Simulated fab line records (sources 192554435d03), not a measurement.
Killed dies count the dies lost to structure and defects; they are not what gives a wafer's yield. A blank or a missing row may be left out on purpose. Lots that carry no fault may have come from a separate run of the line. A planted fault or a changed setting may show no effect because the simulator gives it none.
fab line records | flow n5-finfet
[record] lots = 9 wafers = 27 last-day = 18
route steps=1938 shown DUMMY_GATE@237 BEOL_M4@1111 PASSIVATION@1936
lots that met no fault: taken from a fault-free run of the same line
start-h: start of the lot's first displayed wafer, in hours after the record's first day | wait-h: hours elapsed since this lot's preceding step | " same as the row above | L1.1+2: one row covering several wafers at once | - either no value or no given start | * or withheld: withheld | < > ~ a bound
route shown NAME@n: a module of which the file shows steps, and the number in the route of the first | usual: the fault-free wafers' mean and standard deviation | same: alike in all rows | chamber/n: place in a boat | sites: each site's reading | _std_site: standard deviation of those values | _edge_site: the outer-site mean with the inner-site mean subtracted | radius-mm: for every site, how far away it sits from the centre of the wafer | mask NAME#n: copy n | behind: tool/chamber where the wafer was last shaped | hold: cause of the lot's hold/its duration in hours/its outcome | device: the n, p or np transistor that did not switch | end of line: the tests these same wafers got at the end of their route | where a step has no rows: the recipe by itself | killed: dies lost to structure and defects at the first sort, not the wafer's yield | map: dies across one wafer; x = killed, . = not, _ = none there
set.NAME: the run value of the setting; set.NAME@STEP: its run value at that earlier step | model.NAME: the simulator's own value behind a step, which no gauge read
the route's steps for a sample of lots (tables are steps, rows are wafers)
services: when a tool's chamber went out of use (start-h, in hours from the record's first day, below 0 if earlier), for how many hours, and the reason
[[steps]]
[step N5_DUMMY_GATE_ETCH_37]
[recipe] chemistry = N2/H2 target = SOC target-depth-a = 600 overetch-a = 300 temp-c = 40 ion-energy-ev = 200 pressure-mtorr = 30 source-w = 840 bias-w = 150 n2-flow-sccm = 200 h2-flow-sccm = 200
[usual] chamber-pressure-mTorr = 29.999/0.03 drypump-motor-current-A = 5.7/0.55 oes-product-au = 0.60/0.046 rf-vpp-V = 524.6/2.8 showerhead-plenum-p-Torr = 2.57/0.096 throttle-valve-pct = 17.74/0.21
// columns lot.wafer tool chamber start-h wait-h chamber-pressure-mTorr drypump-motor-current-A oes-product-au rf-hours-counter-h rf-vpp-V showerhead-plenum-p-Torr throttle-valve-pct
L443.2 rie-diel-04 1 59.76 0.0 29.993 6.3 0.60 159 526.4 2.66 17.63
L443.3 " 3 " " 29.975 5.9 0.57 195 519.2 2.41 17.73
L443.4 " 2 " " 29.965 4.9 0.60 170 525.9 2.63 17.63
L447.1 rie-diel-06 3 85.09 0.0 29.950 5.2 0.59 140 521.1 2.46 17.99
L447.2 " 1 " " 30.031 5.4 0.70 29 525.1 2.57 17.10
L447.5 " 2 " " 29.970 6.2 0.77 - 522.0 2.49 17.72
L450.3 rie-diel-04 2 99.97 0.0 29.976 4.9 0.59 182 526.9 2.63 17.65
L450.5 " 0 " " 30.034 5.3 0.62 - 527.7 2.67 17.79
L450.6 " 1 " " 29.988 6.3 0.59 - 525.1 2.66 17.67
L458.2 rie-diel-02 3 149.35 0.0 30.003 6.5 0.58 181 523.9 2.55 17.92
L458.3 " 1 " " 30.009 5.1 0.56 216 526.6 2.62 17.58
L458.5 " 1 " " 29.952 5.1 0.56 - 527.8 2.62 17.59
L459.1 rie-diel-06 1 153.26 0.0 29.965 5.4 0.66 51 526.1 2.56 17.14
L459.4 " 0 " " 30.004 5.9 0.58 188 527.3 2.65 18.11
L459.6 " 3 " " 30.018 5.2 0.57 - 520.0 2.45 18.02
L460.1 rie-diel-06 3 162.02 0.0 29.976 5.2 0.58 166 521.0 2.45 18.04
L460.2 " 1 " " 30.018 5.4 0.66 54 525.4 2.56 17.15
L460.6 " 0 " " 30.001 5.9 0.58 - 526.8 2.65 18.11
L461.3 rie-diel-06 1 167.70 0.0 29.968 5.4 0.66 57 525.4 2.56 17.16
L461.4 " 2 " " 29.971 6.2 0.70 30 521.0 2.48 17.78
L461.6 " 0 " " 29.967 5.9 0.57 - 525.8 2.65 18.11
L462.1 rie-diel-02 3 172.86 0.0 30.005 6.5 0.57 187 524.8 2.54 17.89
L462.5 " 1 " " 29.996 5.1 0.55 - 526.3 2.61 17.60
L462.6 " 2 " " 30.022 6.3 0.58 - 521.0 2.43 17.89
L463.1 rie-diel-04 0 178.00 0.0 30.014 5.3 0.59 152 526.4 2.66 17.86
L463.2 " 1 " " 29.979 6.3 0.58 197 527.3 2.65 17.69
L463.4 " 2 " " 29.959 4.9 0.58 199 526.9 2.62 17.69
[step N5_DUMMY_GATE_ETCH_32]
[recipe] chemistry = CF4 target = SiO2 target-depth-a = 35 time-s = 3.9 ion-energy-ev = 350 pressure-mtorr = 10 icp-w = 800 bias-w = 400 cf4-flow-sccm = 80
[usual] cf4-flow-sccm = 79.99/0.24 chamber-pressure-mTorr = 10.000/0.011 drypump-motor-current-A = 5.7/0.47 oes-product-au = 1.005/0.027 throttle-valve-pct = 21.9/0.37
// columns lot.wafer tool chamber start-h wait-h cf4-flow-sccm chamber-pressure-mTorr drypump-motor-current-A oes-product-au rf-hours-counter-h throttle-valve-pct
L443.2 rie-si-01 1 60.34 0.1 80.19 9.996 6.7 1.013 137 22.2
L443.3 " 2 " " 79.71 9.976 5.1 0.998 74 21.4
L443.4 " 3 " " 79.56 9.997 5.2 0.973 131 21.9
L447.1 rie-si-01 2 86.02 0.1 79.91 9.984 5.1 1.003 74 21.4
L447.2 " 3 " " 79.97 9.978 5.2 0.979 131 21.9
L447.5 " 2 " " 80.00 10.023 5.1 0.997 - 21.4
L450.3 rie-si-01 2 100.77 0.1 79.63 10.002 5.1 1.003 75 21.4
L450.5 " 0 " " 80.14 10.015 5.2 0.941 - 21.9
L450.6 " 1 " " 80.05 10.002 6.6 1.020 - 22.2
L458.2 rie-si-02 0 149.98 0.1 79.70 9.999 5.9 1.064 90 21.7
L458.3 " 2 " " 80.10 9.988 5.5 1.050 141 22.0
L458.5 " 1 " " 79.41 10.010 5.6 1.026 - 22.4
L459.1 rie-si-06 0 153.78 0.1 79.99 9.992 5.2 1.000 103 21.8
L459.4 " 3 " " 80.36 10.004 5.9 1.007 22 21.8
L459.6 " 1 " " 80.33 9.995 5.9 0.999 - 21.1
L460.1 rie-si-06 2 162.54 0.1 79.81 10.015 6.0 1.003 165 22.5
L460.2 " 0 " " 80.29 9.996 5.2 1.003 104 21.8
L460.6 " 0 " " 80.15 10.003 5.2 1.001 - 21.8
L461.3 rie-si-01 2 168.31 0.1 79.79 10.008 5.1 1.007 76 21.4
L461.4 " 0 " " 79.78 10.001 5.2 0.961 - 21.9
L461.6 " 1 " " 79.89 10.003 6.6 1.021 - 22.3
L462.1 rie-si-01 3 173.38 0.1 79.66 9.997 5.2 0.967 133 21.9
L462.5 " 2 " " 80.21 10.005 5.1 1.001 - 21.4
L462.6 " 1 " " 79.83 9.995 6.7 1.009 - 22.3
L463.1 rie-si-01 1 178.52 0.1 80.37 10.002 6.6 1.012 139 22.3
L463.2 " 0 " " 80.20 10.002 5.2 0.953 98 21.9
L463.4 " 3 " " 80.04 10.014 5.2 0.965 133 21.9
[step N5_DUMMY_GATE_ETCH_23]
[recipe] chemistry = HBr/Cl2/O2 HBr_flow_sccm = 150 Cl2_flow_sccm = 80 O2_flow_sccm = 12 bias-w = 102 target-depth-a = 410 time-s = 22.3 target = poly-Si mask-material = SiO2 pressure-mtorr = 10 icp-w = 800
[usual] chamber-pressure-mTorr = 10.001/0.0091 drypump-motor-current-A = 5.7/0.47 oes-product-au = 1.003/0.022 throttle-valve-pct = 37.4/0.48
// columns lot.wafer tool chamber start-h wait-h chamber-pressure-mTorr drypump-motor-current-A oes-product-au rf-hours-counter-h throttle-valve-pct
L443.2 rie-si-01 1 60.38 0.0 9.991 6.7 1.016 137 37.7
L443.3 " 2 " " 10.000 5.0 1.007 74 37.1
L443.4 " 3 " " 9.995 5.2 0.976 131 37.3
L447.1 rie-si-01 2 86.05 0.0 10.016 5.1 1.269 74 37.1
L447.2 " 3 " " 9.995 5.3 0.986 131 37.3
L447.5 " 2 " " 10.003 5.1 1.275 - 37.1
L450.3 rie-si-01 2 100.80 0.0 9.985 5.1 1.027 75 37.1
L450.5 " 0 " " 10.024 5.2 1.210 - 36.9
L450.6 " 1 " " 10.017 6.7 1.263 - 37.7
L458.2 rie-si-02 0 150.02 0.0 10.010 5.8 1.048 90 37.3
L458.3 " 2 " " 10.007 5.5 1.026 141 37.3
L458.5 " 1 " " 9.991 5.6 0.995 - 38.3
L459.1 rie-si-06 0 153.81 0.0 9.990 5.2 0.993 103 37.2
L459.4 " 3 " " 10.003 5.9 1.020 22 36.9
L459.6 " 1 " " 10.002 5.9 0.979 - 36.6
L460.1 rie-si-06 2 162.57 0.0 10.008 6.0 0.997 165 38.0
L460.2 " 0 " " 10.003 5.2 0.999 104 37.2
L460.6 " 0 " " 10.004 5.2 0.995 - 37.2
L461.3 rie-si-01 2 168.34 0.0 9.982 5.1 1.022 76 37.1
L461.4 " 0 " " 10.010 5.2 0.979 - 36.9
L461.6 " 1 " " 10.003 6.7 1.019 - 37.7
L462.1 rie-si-01 3 173.42 0.0 10.004 5.3 0.963 133 37.3
L462.5 " 2 " " 10.010 5.1 1.015 - 37.1
L462.6 " 1 " " 9.999 6.6 1.006 - 37.7
L463.1 rie-si-01 1 178.55 0.0 10.006 6.7 0.994 139 37.7
L463.2 " 0 " " 10.004 5.2 0.974 98 36.9
L463.4 " 3 " " 10.001 5.3 0.963 133 37.3
[step N5_DUMMY_GATE_INSPECT_27]
[recipe] inspect-instrument = brightfield mode = aei
[usual] raw-defect-count = 287/82
// columns lot.wafer tool chamber start-h wait-h raw-defect-count
L443.2 defect-inspect-01 - 60.83 0.0 288
L443.3 " - " " 308
L443.4 " - " " 331
L447.1 defect-inspect-02 - 86.57 0.0 301
L447.2 " - " " 314
L447.5 " - " " 367
L450.3 defect-inspect-01 - 101.25 0.0 191
L450.5 " - " " 254
L450.6 " - " " 304
L458.2 defect-inspect-01 - 150.58 0.0 338
L458.3 " - " " 383
L458.5 " - " " 331
L459.1 defect-inspect-02 - 154.37 0.0 279
L459.4 " - " " 284
L459.6 " - " " 259
L460.1 defect-inspect-02 - 163.10 0.0 202
L460.2 " - " " 214
L460.6 " - " " 240
L461.3 defect-inspect-02 - 169.15 0.0 235
L461.4 " - " " 272
L461.6 " - " " 213
L462.1 defect-inspect-02 - 173.87 0.0 271
L462.5 " - " " 281
L462.6 " - " " 223
L463.1 defect-inspect-02 - 179.00 0.0 243
L463.2 " - " " 197
L463.4 " - " " 196
[step N5_BEOL_M4_RC_MEAS_101]
[usual] DIBL_N = 37.0/2.3 DIBL_P = 37.3/2.8 IOFF_N = 0.17/0.046 IOFF_P = 0.23/0.054 ION_N = 675/14 ION_P = 460/9.3 SS_N = 71.7/0.73 SS_P = 73.6/0.95 VT_N = 249/3.9 VT_P = -250/3.9
// columns lot.wafer tool chamber start-h wait-h DIBL_N[mV/V] DIBL_P[mV/V] IOFF_N[nA/um] IOFF_P[nA/um] ION_N[uA/um] ION_P[uA/um] SS_N[mV/dec] SS_P[mV/dec] VT_N[mV] VT_P[mV]
L443.2 prober-02 0 173.38 0.2 39.7 40.0 0.23 0.29 673 460 72.5 74.6 247 -249
L443.3 " 0 " " 36.8 37.0 0.16 0.21 670 462 71.8 74.2 250 -252
L443.4 " 0 " " 33.8 34.2 0.13 0.18 662 458 71.0 72.5 250 -252
L447.1 prober-02 0 200.18 0.0 35.4 36.8 0.15 0.19 671 459 71.5 73.2 252 -255
L447.2 " 0 " " 38.5 39.5 0.22 0.25 703 474 72.1 73.8 245 -251
L447.5 " 0 " " 39.5 41.0 0.23 0.28 707 471 72.3 74.8 248 -249
L450.3 prober-02 0 222.56 0.3 37.0 36.6 0.18 0.26 686 472 71.9 73.1 247 -245
L450.5 " 0 " " 35.9 35.2 0.15 0.24 677 468 71.6 73.0 249 -246
L450.6 " 0 " " 41.4 42.6 0.27 0.37 700 473 73.1 74.5 244 -242
L458.2 prober-02 0 286.35 0.2 33.5 30.7 0.10 0.13 640 440 71.0 72.3 257 -258
L458.3 " 0 " " 36.2 35.0 0.14 0.18 664 452 71.2 73.1 250 -254
L458.5 " 0 " " 37.3 35.0 0.16 0.18 666 448 72.1 73.3 250 -253
L459.1 prober-01 0 286.71 0.0 32.3 33.6 0.11 0.14 657 445 71.2 72.2 256 -257
L459.4 " 0 " " 36.5 38.5 0.18 0.20 679 458 72.3 73.7 249 -252
L459.6 " 0 " " 32.7 34.1 0.12 0.14 663 449 71.1 72.2 254 -258
L460.1 prober-02 0 288.93 0.0 36.2 33.2 0.15 0.18 670 456 71.6 72.5 253 -253
L460.2 " 0 " " 37.1 35.2 0.17 0.21 676 454 71.7 72.8 250 -253
L460.6 " 0 " " 35.3 33.1 0.13 0.18 677 466 70.6 73.1 252 -250
L461.3 prober-01 0 302.09 0.3 38.3 39.4 0.20 0.24 673 456 71.8 73.6 247 -251
L461.4 " 0 " " 36.8 38.0 0.17 0.21 671 455 72.3 72.9 250 -252
L461.6 " 0 " " 37.2 38.0 0.18 0.22 666 455 71.8 73.7 248 -250
L462.1 prober-01 0 308.46 0.0 37.8 36.6 0.16 0.20 677 459 71.3 73.3 250 -256
L462.5 " 0 " " 38.4 36.6 0.16 0.21 656 444 71.8 72.9 253 -252
L462.6 " 0 " " 40.4 38.7 0.22 0.24 668 451 72.2 73.2 247 -253
L463.1 prober-02 0 319.71 0.0 37.7 38.9 0.19 0.28 670 460 72.9 73.9 249 -247
L463.2 " 0 " " 40.0 40.9 0.24 0.30 696 474 73.1 74.6 244 -245
L463.4 " 0 " " 35.8 37.0 0.15 0.23 677 471 71.6 73.2 250 -248
[step N5_PASSIVATION_PROBE_49]
[usual] defect-limited-yield = 91.5/1.3 killed_at_M0_to_M3 = 36/10 killed_at_M4_up = 13/4.7 killed-at-contacts = 13/6.7 killed-at-front-end = 37/9.7 killed-at-other = 2.6/2.3 killed-dies = 101/15 killed-on-rim = 14/4.3 killed-open = 67/12 killed-short = 32/6.7 sort_bin_5_function = 5.0/0.89 sort_bin_6_memory = 3.2/0.63 sort_bin_8_speed = 0.01/0.03 sort-n-pass = 1079/16 sort-yield-pct = 91.4/1.4
[same] gross-dies = 1180 killed-at-back-side = 0 sort_bin_4_leakage[%] = 0
// columns lot.wafer tool chamber start-h wait-h defect-limited-yield[%] killed_at_M0_to_M3 killed_at_M4_up killed-at-contacts killed-at-front-end killed-at-other killed-dies killed-on-rim killed-open killed-short sort_bin_5_function[%] sort_bin_6_memory[%] sort_bin_8_speed[%] sort-n-pass sort-yield-pct[%]
L443.2 prober-01 - 274.59 0.1 93.1 25 15 13 28 0 81 7 52 28 3.1 3.5 0 1099 93.1
L443.3 prober-01 - 274.64 0.1 92.0 22 15 16 38 3 94 10 60 32 4.7 2.7 0 1086 92.0
L443.4 prober-01 - 274.69 0.2 91.8 28 11 21 33 4 97 14 69 28 4.4 3.5 0 1083 91.8
L447.1 prober-02 - 309.42 0.0 91.1 26 12 22 45 0 105 14 80 24 5.0 3.5 0 1075 91.1
L447.2 prober-02 - 309.47 0.1 90.9 35 10 10 45 7 107 15 64 42 4.7 4.2 0 1073 90.9
L447.5 prober-02 - 309.62 0.2 89.7 43 22 12 43 1 121 15 81 39 6.0 3.8 0 1059 89.7
L450.3 prober-02 - 335.92 0.1 90.8 33 7 5 63 0 108 23 55 43 5.2 2.8 0 1072 90.8
L450.5 prober-02 - 336.02 0.2 91.4 26 13 8 54 1 102 12 70 27 3.9 4.0 0 1078 91.4
L450.6 prober-02 - 336.07 0.3 90.8 37 8 18 44 1 108 14 72 36 5.5 3.6 0 1072 90.8
L460.1 prober-02 - 387.00 0.0 92.1 30 20 9 32 2 93 9 60 31 4.6 3.0 0 1087 92.1
L460.2 prober-02 - 387.05 0.1 91.6 34 7 26 30 2 99 15 62 36 4.8 3.5 0 1081 91.6
L460.6 prober-02 - 387.25 0.3 94.0 27 11 14 16 3 71 13 54 17 3.6 2.3 0 1109 94.0
L458.2 prober-02 - 398.03 0.1 91.5 39 12 2 45 2 100 20 64 35 5.1 3.0 0.17 1078 91.4
L458.3 prober-02 - 398.08 0.1 91.9 43 6 5 39 3 96 10 70 24 5.8 2.3 0 1084 91.9
L458.5 prober-02 - 398.18 0.2 92.8 33 10 13 28 1 85 10 60 25 4.2 3.0 0 1095 92.8
L459.1 prober-02 - 402.38 0.0 92.8 28 14 15 26 2 85 15 68 16 4.1 3.1 0 1095 92.8
L459.4 prober-02 - 402.53 0.2 93.1 28 15 1 34 3 81 10 50 27 4.2 2.3 0 1099 93.1
L459.6 prober-02 - 402.63 0.3 92.5 35 9 10 34 0 88 11 56 29 4.0 3.0 0 1092 92.5
L461.3 prober-02 - 404.47 0.1 90.6 32 18 17 44 0 111 19 76 33 4.9 4.3 0 1069 90.6
L461.4 prober-02 - 404.52 0.2 94.2 14 7 8 35 4 68 14 42 24 3.6 2.0 0 1112 94.2
L461.6 prober-02 - 404.62 0.3 92.1 30 13 13 36 1 93 7 60 30 4.4 3.3 0 1087 92.1
L462.1 prober-02 - 415.81 0.0 90.6 24 8 13 65 1 111 15 82 28 5.5 3.5 0 1069 90.6
L462.5 prober-02 - 416.01 0.2 90.5 30 12 11 50 9 112 16 77 33 5.7 3.3 0 1068 90.5
L462.6 prober-02 - 416.06 0.3 91.9 33 15 18 26 4 96 12 64 29 4.0 3.9 0 1084 91.9
L463.1 prober-02 - 439.10 0.0 89.9 31 11 22 49 6 119 14 89 29 6.6 3.1 0 1061 89.9
L463.2 prober-02 - 439.15 0.1 89.0 50 9 19 50 2 130 22 93 34 6.0 4.7 0 1050 89.0
L463.4 prober-02 - 439.25 0.2 90.3 34 16 25 35 5 115 12 82 30 5.4 3.8 0.08 1065 90.3
// killed by level:class
L443.2 MOL_CONTACT_COAG:geometric-particle:open=11 BEOL_M0_SAQP:geometric-particle:short=10 BEOL_M4:geometric-particle:open=7 STI_FIN_REVEAL:geometric-particle:open=6 FIN_SAQP:geometric-particle:short=5 BEOL_M3:geometric-particle:open=4 STARTING-WAFER:geometric-particle:open=4 GATE_CUT:geometric-particle:short=3
L443.3 MOL_CONTACT_COAG:geometric-particle:open=12 FIN_SAQP:geometric-particle:short=10 BEOL_M2:geometric-particle:open=8 STI_FIN_REVEAL:geometric-particle:open=6 BEOL_M4:geometric-particle:open=6 DUMMY_GATE:geometric-particle:open=4 MOL_CONTACT_COAG:geometric-particle:short=4 GATE_CUT:geometric-particle:open=3
L443.4 MOL_CONTACT_COAG:geometric-particle:open=13 STI_FIN_REVEAL:geometric-particle:open=8 MOL_CONTACT_COAG:geometric-particle:short=8 FIN_SAQP:geometric-particle:open=6 BEOL_M2:geometric-particle:open=6 DUMMY_GATE:geometric-particle:open=5 BEOL_M0_SAQP:geometric-particle:open=5 BEOL_M1:geometric-particle:open=5
L447.1 MOL_CONTACT_COAG:geometric-particle:open=18 FIN_SAQP:geometric-particle:open=14 BEOL_M1:geometric-particle:open=8 BEOL_M2:geometric-particle:open=7 DUMMY_GATE:geometric-particle:open=5 BEOL_M3:geometric-particle:open=5 FIN_SAQP:geometric-particle:short=4 MOL_CONTACT_COAG:geometric-particle:short=4
L447.2 FIN_SAQP:geometric-particle:open=15 FIN_SAQP:geometric-particle:short=12 BEOL_M0_SAQP:geometric-particle:short=9 MOL_CONTACT_COAG:geometric-particle:open=8 BEOL_M0_SAQP:geometric-particle:open=7 BEOL_M1:geometric-particle:open=6 BEOL_M3:geometric-particle:open=6 STI_FIN_REVEAL:geometric-particle:open=5
L447.5 FIN_SAQP:geometric-particle:open=14 BEOL_M0_SAQP:geometric-particle:open=11 MOL_CONTACT_COAG:geometric-particle:open=9 BEOL_M0_SAQP:geometric-particle:short=9 BEOL_M3:geometric-particle:open=9 BEOL_M4:geometric-particle:open=8 BEOL_M2:geometric-particle:open=6 BEOL_M4:geometric-particle:short=6
L450.3 STI_FIN_REVEAL:geometric-particle:open=17 BEOL_M0_SAQP:geometric-particle:short=14 HKMG_FIN:area-etch=10 FIN_SAQP:geometric-particle:short=8 GATE_CUT:geometric-particle:short=6 FIN_SAQP:geometric-particle:open=4 GATE_CUT:geometric-particle:open=4 BEOL_M1:geometric-particle:open=4
L450.5 STI_FIN_REVEAL:geometric-particle:open=15 FIN_SAQP:geometric-particle:open=9 FIN_SAQP:geometric-particle:short=8 BEOL_M5:geometric-particle:open=8 MOL_CONTACT_COAG:geometric-particle:open=7 BEOL_M1:geometric-particle:open=6 BEOL_M2:geometric-particle:open=5 STI_FIN_REVEAL:geometric-particle:short=4
L450.6 MOL_CONTACT_COAG:geometric-particle:open=14 STI_FIN_REVEAL:geometric-particle:open=11 BEOL_M0_SAQP:geometric-particle:open=9 BEOL_M1:geometric-particle:open=9 FIN_SAQP:geometric-particle:open=6 FIN_SAQP:geometric-particle:short=5 BEOL_M0_SAQP:geometric-particle:short=5 MOL_CONTACT_COAG:geometric-particle:short=4
L460.1 BEOL_M4:geometric-particle:open=9 MOL_CONTACT_COAG:geometric-particle:open=8 STI_FIN_REVEAL:geometric-particle:open=6 BEOL_M0_SAQP:geometric-particle:open=6 BEOL_M0_SAQP:geometric-particle:short=6 GATE_CUT:geometric-particle:short=5 BEOL_M2:geometric-particle:open=5 BEOL_M3:geometric-particle:open=4
L460.2 MOL_CONTACT_COAG:geometric-particle:open=22 BEOL_M0_SAQP:geometric-particle:short=13 STI_FIN_REVEAL:geometric-particle:open=5 GATE_CUT:geometric-particle:short=5 BEOL_M0_SAQP:geometric-particle:open=5 BEOL_M3:geometric-particle:open=5 FIN_SAQP:geometric-particle:short=4 MOL_CONTACT_COAG:geometric-particle:short=4
L460.6 BEOL_M2:geometric-particle:open=12 MOL_CONTACT_COAG:geometric-particle:open=10 DUMMY_GATE:geometric-particle:open=4 MOL_CONTACT_COAG:geometric-particle:short=4 BEOL_M1:geometric-particle:open=4 BEOL_M3:geometric-particle:open=4 BEOL_M0_SAQP:geometric-particle:short=3 BEOL_M4:geometric-particle:open=3
L458.2 DUMMY_GATE:geometric-particle:open=8 STI_FIN_REVEAL:geometric-particle:open=7 BEOL_M0_SAQP:geometric-particle:short=7 BEOL_M2:geometric-particle:open=7 GATE_CUT:geometric-particle:short=6 BEOL_M3:geometric-particle:open=6 BEOL_M1:geometric-particle:open=6 FIN_SAQP:geometric-particle:open=5
L458.3 BEOL_M3:geometric-particle:open=13 FIN_SAQP:geometric-particle:open=10 GATE_CUT:geometric-particle:short=9 BEOL_M1:geometric-particle:open=8 DUMMY_GATE:geometric-particle:open=7 MOL_CONTACT_COAG:geometric-particle:open=5 BEOL_M2:geometric-particle:open=5 BEOL_M0:geometric-particle:open=5
L458.5 MOL_CONTACT_COAG:geometric-particle:open=10 BEOL_M2:geometric-particle:open=8 FIN_SAQP:geometric-particle:open=5 FIN_SAQP:geometric-particle:short=5 BEOL_M0_SAQP:geometric-particle:open=5 BEOL_M1:geometric-particle:open=5 DUMMY_GATE:geometric-particle:open=4 GATE_CUT:geometric-particle:short=4
L459.1 MOL_CONTACT_COAG:geometric-particle:open=15 BEOL_M1:geometric-particle:open=11 STI_FIN_REVEAL:geometric-particle:open=8 BEOL_M0_SAQP:geometric-particle:open=8 BEOL_M4:geometric-particle:open=7 FIN_SAQP:geometric-particle:open=6 BEOL_M0_SAQP:geometric-particle:short=4 BEOL_M2:geometric-particle:open=3
L459.4 BEOL_M0:geometric-particle:open=8 FIN_SAQP:geometric-particle:open=6 DUMMY_GATE:geometric-particle:open=6 BEOL_M1:geometric-particle:open=6 BEOL_M4:geometric-particle:open=6 BEOL_M0_SAQP:geometric-particle:short=5 BEOL_M4:geometric-particle:short=5 STI_FIN_REVEAL:geometric-particle:open=4
L459.6 BEOL_M3:geometric-particle:open=13 FIN_SAQP:geometric-particle:open=9 MOL_CONTACT_COAG:geometric-particle:open=7 BEOL_M2:geometric-particle:open=7 FIN_SAQP:geometric-particle:short=6 STI_FIN_REVEAL:geometric-particle:open=5 BEOL_M1:geometric-particle:open=5 BEOL_M4:geometric-particle:open=4
L461.3 BEOL_M2:geometric-particle:open=13 MOL_CONTACT_COAG:geometric-particle:open=12 STI_FIN_REVEAL:geometric-particle:open=11 BEOL_M0_SAQP:geometric-particle:open=6 BEOL_M4:geometric-particle:open=6 DUMMY_GATE:geometric-particle:open=5 MOL_CONTACT_COAG:geometric-particle:short=5 STARTING-WAFER:geometric-particle:open=5
L461.4 FIN_SAQP:geometric-particle:short=8 GATE_CUT:geometric-particle:short=7 STI_FIN_REVEAL:geometric-particle:open=6 BEOL_M2:geometric-particle:open=6 MOL_CONTACT_COAG:geometric-particle:open=5 FIN_SAQP:geometric-particle:open=3 MOL_CONTACT_COAG:geometric-particle:short=3 BEOL_M1:geometric-particle:open=3
L461.6 MOL_CONTACT_COAG:geometric-particle:open=12 FIN_SAQP:geometric-particle:short=8 FIN_SAQP:geometric-particle:open=7 BEOL_M0_SAQP:geometric-particle:open=7 DUMMY_GATE:geometric-particle:open=6 BEOL_M3:geometric-particle:open=5 BEOL_M4:geometric-particle:open=5 BEOL_M0_SAQP:geometric-particle:short=4
L462.1 STI_FIN_REVEAL:geometric-particle:open=31 MOL_CONTACT_COAG:geometric-particle:open=12 DUMMY_GATE:geometric-particle:open=9 FIN_SAQP:geometric-particle:open=7 BEOL_M1:geometric-particle:short=6 STI_FIN_REVEAL:geometric-particle:short=5 FIN_SAQP:geometric-particle:short=4 BEOL_M1:geometric-particle:open=4
L462.5 STI_FIN_REVEAL:geometric-particle:open=20 BEOL_M1:geometric-particle:open=9 MOL_CONTACT_COAG:geometric-particle:open=8 FIN_SAQP:geometric-particle:short=7 BEOL_M3:geometric-particle:open=6 BEOL_M1:geometric-particle:short=5 FIN_SAQP:geometric-particle:open=4 BEOL_M2:geometric-particle:open=4
L462.6 MOL_CONTACT_COAG:geometric-particle:open=13 BEOL_M4:geometric-particle:open=10 BEOL_M0_SAQP:geometric-particle:short=8 FIN_SAQP:geometric-particle:open=6 BEOL_M1:geometric-particle:open=6 BEOL_M3:geometric-particle:open=5 BEOL_M0_SAQP:geometric-particle:open=5 MOL_CONTACT_COAG:geometric-particle:short=4
L463.1 MOL_CONTACT_COAG:geometric-particle:open=19 FIN_SAQP:geometric-particle:open=16 BEOL_M1:geometric-particle:open=9 FIN_SAQP:geometric-particle:short=7 STI_FIN_REVEAL:geometric-particle:open=6 GATE_CUT:geometric-particle:short=6 BEOL_M0_SAQP:geometric-particle:open=6 BEOL_M2:geometric-particle:open=5
L463.2 FIN_SAQP:geometric-particle:open=19 BEOL_M1:geometric-particle:open=19 MOL_CONTACT_COAG:geometric-particle:open=16 FIN_SAQP:geometric-particle:short=8 BEOL_M0_SAQP:geometric-particle:open=8 BEOL_M1:geometric-particle:short=8 DUMMY_GATE:geometric-particle:open=6 STI_FIN_REVEAL:geometric-particle:open=5
L463.4 MOL_CONTACT_COAG:geometric-particle:open=19 STI_FIN_REVEAL:geometric-particle:open=9 BEOL_M0_SAQP:geometric-particle:open=7 BEOL_M0_SAQP:geometric-particle:short=7 MOL_CONTACT_COAG:geometric-particle:short=6 BEOL_M2:geometric-particle:open=6 BEOL_M5:geometric-particle:open=6 FIN_SAQP:geometric-particle:open=4
[[services]]
// columns tool chamber start-h hours kind
rie-si-01 - 41.38 15.6 pm
rie-si-02 3 50.73 5.0 repair
rie-diel-02 - 56.31 0.1 repair
rie-diel-06 2 58.45 - clean
rie-diel-06 2 58.45 - consumable-replace:focus-ring
rie-diel-06 2 58.45 18.1 scheduled-down
rie-diel-06 2 58.45 18.1 vent-cycle
rie-si-06 0 89.52 1.2 repair
rie-diel-04 2 105.53 3.5 repair
rie-diel-02 0 133.14 - clean
rie-diel-02 0 133.14 - consumable-replace:focus-ring
rie-diel-02 0 133.14 16.0 scheduled-down
rie-diel-02 0 133.14 16.0 vent-cycle
rie-si-01 1 133.49 2.0 repair
rie-diel-04 2 140.05 19.5 repair
rie-si-02 - 146.73 2.8 pm
rie-si-01 3 161.33 11.2 repair
rie-si-02 3 170.94 14.0 repair
rie-si-06 - 171.15 0.3 repair
[[key]]
[first-sign] step = N5_DUMMY_GATE_ETCH_23 reading = oes-product-au direction = up sigmas = 11 usual = 1.003 struck = 1.255
effect none on later readings
met-at N5_DUMMY_GATE_ETCH_23
struck-lots L447,L450
struck-wafers L447.1,L447.5,L450.5,L450.6
[baseline-loss] step = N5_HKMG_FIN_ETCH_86 wafers = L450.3
not-acting-at N5_DUMMY_GATE_ETCH_37,N5_DUMMY_GATE_ETCH_32,N5_DUMMY_GATE_INSPECT_27
onset-between 60.38 86.05
[fault] kind = process-parameter-drift tool = rie-si-01 chamber = - onset-h = 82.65 steps = N5_DUMMY_GATE_ETCH_23 channel = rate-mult offset = 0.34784 shape = step end-h = 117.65 scope = struck-wafers-only
// baseline-loss: these wafers lose ten dies or more at that step, a loss of the line's own and not of a fault; the sort's usual values leave them out
